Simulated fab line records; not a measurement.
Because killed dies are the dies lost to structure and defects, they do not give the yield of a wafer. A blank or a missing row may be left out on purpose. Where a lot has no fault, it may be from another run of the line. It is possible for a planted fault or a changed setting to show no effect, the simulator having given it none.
fab line records | flow nand-harc
record: lots: 7 wafers: 21 last-day: 31
route steps=1302 shown A_CHANNEL_FILL_D1@497 END@1302
lots untouched by any fault: they come from a run of this same line in which no faults occurred
start-h: hours from the record's opening day to when the first of the lot's shown wafers began | wait-h: hours from the lot's prior step to this one | " identical to the entry in the row above | L1.1+2: several wafers, shown together as one row | - either no value or no given start | * or withheld: withheld | < > ~ a bound
route shown NAME@n: NAME is a module with steps in the file, n the number in the route of the first one | usual: average and standard deviation across the fault-free wafers | same: alike in all rows | chamber/n: place in a boat | sites: the reading at each site | _std_site: the values' standard deviation | _edge_site: inner sites' mean taken away from outer sites' mean | radius-mm: how far each site lies from the wafer's centre | mask NAME#n: copy n | behind: the last tool/chamber to shape the wafer | hold: why the lot went on hold/how many hours it stayed there/how the hold came to an end | device: which transistor (n, p or np) failed to switch | end of line: tests run on the same wafers once the route is complete | a step without rows: its recipe alone | killed: count of dies lost to structure and defects at first sort (not the wafer's yield) | map: per-die view of a wafer (x killed, . not killed, _ where there is no die)
set.NAME: the setting that was run; set.NAME@STEP: the one run at that earlier step | model.NAME: the simulator's own value behind a step, which no gauge read
lots at selected steps of the route; one table per step, one row per wafer
services: a tool's chamber out of use, with start hour (start-h, from the record's first day; less than 0 if before it), hours out, and reason
== steps ==
step: NHARC_A_CHANNEL_FILL_D1_ANNEAL_17
recipe: temp-c: 850 time-s: 1800
step: NHARC_A_CHANNEL_FILL_D1_CVD_18
recipe: target-thk-a: 30 temp-c: 550 material: poly-Si
step: NHARC_A_CHANNEL_FILL_D1_ETCHBACK_19
recipe: target-depth-a: 50 time-s: 1.7 hbr-flow-sccm: 150 cl2-flow-sccm: 50 rf-w: 400 icp-w: 400 bias-w: 100 chemistry: HBr/Cl2
usual: drypump-motor-current-A: 5.8/0.32 oes-product-au: 0.993/0.015 throttle-valve-pct: 26.405/0.0088
columns lot.wafer tool chamber start-h wait-h drypump-motor-current-A oes-product-au rf-hours-counter-h throttle-valve-pct
L466.1 rie-si-04 0 214.65 0.4 5.9 0.979 0.2 26.388
L466.3 " 2 " " 5.6 0.989 0.2 26.406
L466.4 " 2 " " 5.6 0.984 - 26.405
L465.1 rie-si-05 2 214.68 0.4 5.8 1.011 0.4 26.408
L465.6 " 3 " " 5.1 1.003 - 26.395
L465.5 " 0 " " 5.5 0.981 - 26.393
L467.1 rie-si-05 1 230.13 0.4 5.8 0.981 0.6 26.398
L467.4 " 3 " " 5.1 1.005 0.5 26.409
L467.5 " 1 " " 5.8 0.974 - 26.406
L468.1 rie-si-02 2 249.30 0.4 6.2 1.009 0.8 26.407
L468.6 " 2 " " 6.2 1.007 - 26.409
L468.5 " 3 " " 6.3 0.998 - 26.401
L469.1 rie-si-05 1 249.31 0.4 5.8 0.985 0.6 26.400
L469.2 " 3 " " 5.1 1.017 0.6 26.411
L469.5 " 0 " " 5.5 0.973 - 26.410
L480.2 rie-si-04 0 363.59 0.4 5.9 0.984 0.1 26.402
L480.3 " 1 " " 6.0 0.992 0.1 26.420
L480.1 " 2 " " 5.6 0.974 0.1 26.402
L482.1 rie-si-04 0 393.78 0.4 5.9 0.980 0.2 26.407
L482.2 " 1 " " 6.0 1.007 0.2 26.404
L482.6 " 1 " " 5.9 1.023 - 26.394
step: NHARC_A_CHANNEL_FILL_D1_ETCHBACK_20
recipe: target-depth-a: 270 time-s: 13.5 c4f8-flow-sccm: withheld o2-flow-sccm: 8 ar-flow-sccm: withheld rf-w: 600 bias-w: 1500 chemistry: C4F8/O2/Ar
usual: oes-product-au: 0.96/0.037 rf-vpp-V: 979/6
columns lot.wafer tool chamber start-h wait-h oes-product-au rf-hours-counter-h rf-vpp-V
L465.1 rie-diel-07 1 214.80 - 1.01 5.4 981
L465.5 " 3 " " 0.98 - 984
L465.6 " 1 " " 1.01 - 981
L466.4 rie-diel-13 0 214.80 - 1.02 1.8 969
L466.3 " 1 " " 0.99 1.2 984
L466.1 " 2 " " 0.99 1.5 990
L467.1 rie-diel-07 3 230.26 - 0.91 7.0 982
L467.4 " 2 " " 0.90 5.5 972
L467.5 " 0 " " 0.92 - 979
L469.2 rie-diel-13 2 249.42 - 0.91 3.7 988
L469.1 " 1 " " 0.91 3.0 984
L469.5 " 2 " " 0.92 - 989
L468.1 rie-diel-07 0 249.43 - 0.91 7.3 979
L468.6 " 3 " " 0.90 - 984
L468.5 " 0 " " 0.91 - 976
L480.1 rie-diel-07 1 363.72 - 0.99 2.7 982
L480.3 " 2 " " 0.98 2.5 972
L480.2 " 0 " " 0.98 3.0 979
L482.1 rie-diel-07 3 393.91 - 0.99 3.9 983
L482.2 " 1 " " 1.00 3.8 982
L482.6 " 0 " " 0.98 - 977
step: NHARC_A_CHANNEL_FILL_D1_STRIP_28
recipe: time-s: 20 o2-flow-sccm: 500 ar-flow-sccm: 0 bias-w: 0 chemistry: O2
usual: chamber-pressure-mTorr: 59.99/0.056 drypump-motor-current-A: 5.8/0.34 oes-product-au: 0.995/0.012 rf-vpp-V: 57.9/0.84 showerhead-plenum-p-Torr: 3.55/0.15 throttle-valve-pct: 17.036/0.0099
same: bias-w: 0
columns lot.wafer tool chamber start-h wait-h chamber-pressure-mTorr drypump-motor-current-A oes-product-au rf-hours-counter-h rf-vpp-V showerhead-plenum-p-Torr throttle-valve-pct
L465.1 rie-diel-07 0 214.89 0.1 59.92 5.4 0.998 5.3 58.4 3.52 17.038
L465.5 " 0 " " 60.06 5.4 0.988 - 56.6 3.52 17.051
L465.6 " 1 " " 60.03 6.0 1.014 - 58.4 3.61 17.025
L466.4 rie-diel-13 0 214.89 0.1 60.02 5.3 1.016 1.8 57.7 3.31 17.032
L466.3 " 1 " " 59.97 6.2 0.993 1.3 58.7 3.71 17.046
L466.1 " 3 " " 59.94 5.7 1.007 2.0 56.7 3.47 17.048
L467.4 rie-diel-07 2 230.36 0.1 59.97 6.2 0.980 5.5 56.8 3.37 17.043
L467.1 " 0 " " 60.03 5.4 0.979 6.8 57.3 3.52 17.022
L467.5 " 2 " " 59.93 6.2 0.972 - 59.5 3.37 17.025
L469.1 rie-diel-13 3 249.52 0.1 59.98 5.7 0.995 4.0 55.8 3.47 17.044
L469.2 " 2 " " 60.05 5.4 0.997 3.7 57.9 3.78 17.047
L469.5 " 3 " " 59.93 5.7 1.008 - 57.7 3.47 17.016
L468.1 rie-diel-07 0 249.52 0.1 60.04 5.4 0.993 7.3 58.2 3.52 17.030
L468.6 " 3 " " 59.97 5.8 0.988 - 58.7 3.66 17.044
L468.5 " 0 " " 60.04 5.4 0.981 - 58.3 3.52 17.047
L480.1 rie-diel-07 1 363.81 0.1 59.98 6.0 1.003 2.7 59.2 3.61 17.036
L480.3 " 2 " " 59.98 6.2 1.004 2.5 58.5 3.37 17.028
L480.2 " 3 " " 60.06 5.9 0.988 2.7 59.9 3.66 17.036
L482.1 rie-diel-07 0 394.00 0.1 60.03 5.4 0.995 4.1 58.4 3.52 17.037
L482.2 " 1 " " 60.06 6.0 1.000 3.8 56.0 3.60 17.031
L482.6 " 0 " " 60.05 5.4 0.989 - 58.6 3.52 17.034
step: NHARC_A_CHANNEL_FILL_D1_PRECLEAN_21
recipe: time-s: 30 chemistry: dHF
step: NHARC_A_CHANNEL_FILL_D1_SRD_23
step: NHARC_A_CHANNEL_FILL_D1_CVD_05
recipe: target-thk-a: 50 temp-c: 550 material: poly-Si
step: NHARC_A_CHANNEL_FILL_D1_ANNEAL_22
recipe: temp-c: 620 time-s: 7200
step: NHARC_A_CHANNEL_FILL_D1_ALD_25
recipe: target-thk-a: 600 pulse-time-s: 10 ald-cycles: 600 temp-c: 300 material: SiOx
usual: heater-power-w: 501/38 precursor-pulse-height-rel: 0.996/0.021
same: ald-cycles: 600 pulse-time-s: 10
columns lot.wafer tool chamber start-h wait-h heater-power-w precursor-pulse-height-rel
L465.1 ald-hk-04 0 227.56 0.7 517 0.978
L465.5 " 3 229.41 2.5 512 0.984
L465.6 " 0 " " 518 0.968
L466.1 ald-hk-01 3 227.57 0.7 490 0.966
L466.3 " 0 " " 431 0.983
L466.4 " 1 " " 548 1.026
L467.1 ald-hk-01 3 242.65 0.7 485 0.986
L467.4 " 1 243.90 1.9 558 1.020
L467.5 " 3 245.14 3.2 480 1.007
L468.1 ald-hk-03 0 261.87 0.6 440 0.959
L468.5 " 0 264.38 3.0 435 1.014
L468.6 " 1 " " 541 0.993
L469.2 ald-hk-01 0 262.57 1.3 449 1.023
L469.1 " 1 " " 560 1.005
L469.5 " 2 " " 507 0.996
L480.3 ald-hk-01 2 375.76 0.1 511 0.996
L480.2 " 0 376.99 1.3 445 0.988
L480.1 " 1 " " 530 0.987
L482.2 ald-hk-04 0 409.04 0.8 515 0.999
L482.1 " 2 410.27 2.0 577 1.009
L482.6 " 3 " " 484 0.952
step: NHARC_A_CHANNEL_FILL_D1_ETCHBACK_08
recipe: target-depth-a: 2200 time-s: 110 c4f8-flow-sccm: 20 ar-flow-sccm: withheld rf-w: 600 bias-w: 300 chemistry: C4F8
usual: oes-product-au: 0.94/0.034 rf-vpp-V: 440.9/2.7
columns lot.wafer tool chamber start-h wait-h oes-product-au rf-hours-counter-h rf-vpp-V
L466.1 rie-diel-03 1 - - 0.92 5.0 441.6
L466.3 " 2 " " 0.91 6.8 437.6
L466.4 " 0 " " 0.93 6.5 441.6
L465.1 rie-diel-07 2 - - 0.97 5.5 438.6
L465.6 " 2 " " 0.97 - 438.7
L465.5 " 3 " " 0.90 - 441.8
L467.1 rie-diel-07 2 - - 0.91 5.9 438.3
L467.4 " 0 " " 0.91 7.3 440.4
L467.5 " 2 " " 0.92 - 437.5
L469.2 rie-diel-07 3 - - 0.99 8.8 445.0
L469.1 " 1 " " 1.01 7.7 441.6
L469.5 " 0 " " 0.97 - 440.8
L468.1 rie-diel-03 2 - - 0.91 8.6 437.2
L468.5 " 2 " " 0.92 - 437.5
L468.6 " 0 " " 0.92 - 441.2
L480.2 rie-diel-07 1 - - 0.92 3.4 443.5
L480.3 " 3 " " 0.92 3.4 442.6
L480.1 " 0 " " 0.91 3.6 441.5
L482.2 rie-diel-13 3 - - 1.01 2.3 439.3
L482.1 " 1 " " 0.99 2.6 444.1
L482.6 " 0 " " 1.02 - 438.5
step: NHARC_A_CHANNEL_FILL_D1_STRIP_29
recipe: time-s: 20 o2-flow-sccm: 500 ar-flow-sccm: 0 bias-w: 0 chemistry: O2
usual: bias-w: 0/0 chamber-pressure-mTorr: 60.01/0.051 drypump-motor-current-A: 5.8/0.35 oes-product-au: 0.995/0.012 rf-vpp-V: 57.8/0.89 showerhead-plenum-p-Torr: 3.53/0.14 throttle-valve-pct: 17.037/0.0092
columns lot.wafer tool chamber start-h wait-h bias-w chamber-pressure-mTorr drypump-motor-current-A oes-product-au rf-hours-counter-h rf-vpp-V showerhead-plenum-p-Torr throttle-valve-pct
L466.1 rie-diel-03 1 232.64 - 0 60.02 6.1 0.996 5.0 57.7 3.62 17.044
L466.3 " 2 " " 0 60.08 5.6 1.001 6.8 56.9 3.37 17.040
L466.4 " 3 " " 0 60.01 5.7 0.993 6.4 57.4 3.39 17.037
L465.1 rie-diel-07 3 232.66 - 0 60.02 5.9 0.981 7.1 57.7 3.66 17.028
L465.6 " 0 " " 0 59.97 5.4 0.988 - 58.4 3.52 17.036
L465.5 " 1 " " 0 60.02 6.0 1.000 - 58.3 3.61 17.029
L467.4 rie-diel-07 1 247.77 - - - - - - - - -
L467.1 " 2 " " - - - - - - - -
L467.5 " 2 " " - - - - - - - -
L469.1 rie-diel-07 1 267.02 - - - - - - - - -
L469.2 " 2 " " - - - - - - - -
L469.5 " 0 " " - - - - - - - -
L468.1 rie-diel-03 1 267.66 0.2 - - - - - - - -
L468.5 " 0 " " - - - - - - - -
L468.6 " 2 " " - - - - - - - -
L480.1 rie-diel-07 0 381.46 - 0 60.00 5.4 0.988 3.7 58.3 3.52 17.047
L480.2 " 1 " " 0 60.01 6.0 1.009 3.5 58.1 3.61 17.044
L480.3 " 2 " " 0 60.01 6.2 0.991 3.3 57.4 3.37 17.044
L482.1 rie-diel-13 0 414.14 - 0 59.90 5.3 1.010 2.6 57.7 3.30 17.028
L482.2 " 1 " " 0 59.96 6.2 0.982 2.6 57.8 3.71 17.035
L482.6 " 1 " " 0 59.98 6.2 0.980 - 57.5 3.71 17.053
step: NHARC_A_CHANNEL_FILL_D1_PRECLEAN_30
recipe: time-s: 30 chemistry: dHF
step: NHARC_END_SORT_01
recipe: temp-c: 25
usual: killed-at-array: 54/12 killed-at-other: 0.7/1.1 killed-at-periphery: 3.9/2.8 killed-dies: 59/13 killed-open: 3.4/2 killed-short: 2.5/1.7
same: gross-dies: 677
columns lot.wafer tool chamber start-h wait-h killed-at-array killed-at-other killed-at-periphery killed-dies killed-open killed-short
L466.1 prober-01 0 569.67 2.5 80 0 9 89 7 3
L466.3 prober-01 0 571.24 3.1 86 0 2 88 0 4
L466.4 prober-01 0 572.02 3.4 93 0 4 97 3 2
L467.1 prober-01 0 585.11 2.5 45 0 14 59 4 0
L467.4 prober-01 0 587.51 3.4 56 1 8 65 0 4
L467.5 prober-01 0 588.31 3.7 66 0 5 71 2 1
L469.1 prober-02 0 599.38 2.5 44 1 2 47 4 2
L469.2 prober-02 0 600.17 2.8 42 0 2 44 4 2
L469.5 prober-02 0 602.56 3.7 49 1 2 52 2 3
killed by level:class
L466.1 A_CHANNEL_HOLE_D1:chamber-film-flake=27 A_CHANNEL_HOLE_D2:chamber-film-flake=23 A_SLIT:chamber-film-flake=17 P_ZERO_WELL:chamber-film-flake=2 P_GATE:chamber-film-flake=2 A_CHANNEL_FILL_D2:chamber-film-flake=2 A_M0:chamber-film-flake=2 P_GATE:geometric-particle:open=1
L466.3 A_CHANNEL_HOLE_D1:chamber-film-flake=25 A_CHANNEL_HOLE_D2:chamber-film-flake=24 A_SLIT:chamber-film-flake=23 A_CONTACT:chamber-film-flake=5 A_CHANNEL_HOLE_D2:geometric-particle:short=3 A_M0:chamber-film-flake=3 A_STAIRCASE:chamber-film-flake=2 A_CHANNEL_FILL_D2:geometric-particle:short=1
L466.4 A_CHANNEL_HOLE_D2:chamber-film-flake=32 A_CHANNEL_HOLE_D1:chamber-film-flake=26 A_SLIT:chamber-film-flake=22 P_GATE:chamber-film-flake=3 A_STAIRCASE:chamber-film-flake=3 A_M0:chamber-film-flake=3 A_CHANNEL_HOLE_D1:geometric-particle:open=1 A_DECK1_JOINT:geometric-particle:open=1
L467.1 A_CHANNEL_HOLE_D1:chamber-film-flake=20 A_CHANNEL_HOLE_D2:chamber-film-flake=16 P_BONDPAD:chamber-film-flake=6 P_GATE:chamber-film-flake=4 A_STAIRCASE:chamber-film-flake=3 P_STI:chamber-film-flake=2 A_DECK1_JOINT:chamber-film-flake=2 P_GATE:geometric-particle:open=1
L467.4 A_CHANNEL_HOLE_D2:chamber-film-flake=27 A_CHANNEL_HOLE_D1:chamber-film-flake=21 P_BONDPAD:chamber-film-flake=3 P_GATE:chamber-film-flake=2 A_STAIRCASE:chamber-film-flake=2 A_DECK1_JOINT:chamber-film-flake=2 P_CONTACT:geometric-particle:short=1 A_ONON_D1:geometric-particle:short=1
L467.5 A_CHANNEL_HOLE_D1:chamber-film-flake=30 A_CHANNEL_HOLE_D2:chamber-film-flake=25 A_STAIRCASE:chamber-film-flake=4 P_GATE:chamber-film-flake=3 A_WL_FILL:chamber-film-flake=2 A_CONTACT:chamber-film-flake=2 P_STI:geometric-particle:short=1 A_BLC:geometric-particle:open=1
L469.1 A_SLIT:chamber-film-flake=22 A_CHANNEL_HOLE_D2:chamber-film-flake=9 A_CONTACT:chamber-film-flake=6 P_CONTACT:geometric-particle:open=1 A_ONON_D1:geometric-particle:open=1 A_SGD_CUT:geometric-particle:short=1 A_BLC:geometric-particle:open=1 A_M0:geometric-particle:short=1
L469.2 A_SLIT:chamber-film-flake=26 A_CHANNEL_HOLE_D2:chamber-film-flake=6 A_CONTACT:chamber-film-flake=3 P_CONTACT:geometric-particle:open=2 A_ONON_D2:geometric-particle:short=1 A_CHANNEL_FILL_D2:geometric-particle:open=1 A_SGD_CUT:geometric-particle:short=1 A_CONTACT:geometric-particle:open=1
L469.5 A_SLIT:chamber-film-flake=26 A_CHANNEL_HOLE_D2:chamber-film-flake=12 A_WL_FILL:geometric-particle:short=2 P_ZERO_WELL:chamber-film-flake=2 A_CHANNEL_HOLE_D1:chamber-film-flake=2 A_CHANNEL_HOLE_D1:geometric-particle:short=1 A_CHANNEL_FILL_D1:geometric-particle:open=1 A_M0:geometric-particle:open=1
== services ==
columns tool chamber start-h hours kind
rie-diel-07 2 193.80 30.6 repair
rie-diel-13 - 202.91 3.7 repair
rie-si-04 3 214.54 1.3 repair
rie-diel-03 1 214.61 2.2 repair
rie-diel-03 - 215.09 1.3 repair
rie-diel-07 1 223.24 3.7 repair
rie-diel-03 3 258.41 12.7 repair
ald-hk-04 - 260.00 10.0 pm
rie-diel-07 0 271.91 10.5 repair
rie-diel-03 - 281.38 9.0 pm
rie-diel-07 0 286.71 9.7 repair
rie-diel-07 - 294.20 9.0 pm
rie-si-05 - 305.00 9.0 pm
rie-diel-13 - 307.00 3.0 repair
rie-si-04 1 310.54 9.6 repair
rie-diel-13 1 318.56 13.0 repair
rie-si-05 3 319.40 1.7 repair
rie-diel-13 3 330.22 12.1 repair
rie-si-04 - 342.00 9.0 pm
rie-diel-13 - 342.02 9.0 pm
ald-hk-01 - 344.74 1.0 repair
rie-si-05 0 366.56 11.4 repair
rie-si-05 2 374.97 1.1 repair
rie-diel-07 1 407.14 6.4 repair
== key ==
first-sign: step: NHARC_A_CHANNEL_FILL_D1_STRIP_29 reading: tool-record direction: missing
effect none on later readings
met-at NHARC_A_CHANNEL_FILL_D1_STRIP_29
struck-wafers L467.1,L467.4,L467.5,L468.1,L468.5,L468.6,L469.1,L469.2,L469.5
tester-left-out L467,L468,L469
onset-between 232.66 247.77
fault: kind: skipped-step-whole tool: rie-diel-03,rie-diel-07 chamber: - onset-h: 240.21 steps: NHARC_A_CHANNEL_FILL_D1_STRIP_29 scope: struck-lots-only
tester-left-out: of these lots the tester's yield and bins aren't shown, on N5 and GAA mostly nor the transistor test; their killed dies are dies lost to structure and defects alone, not to doping, threshold or leakage, so they don't give the yield
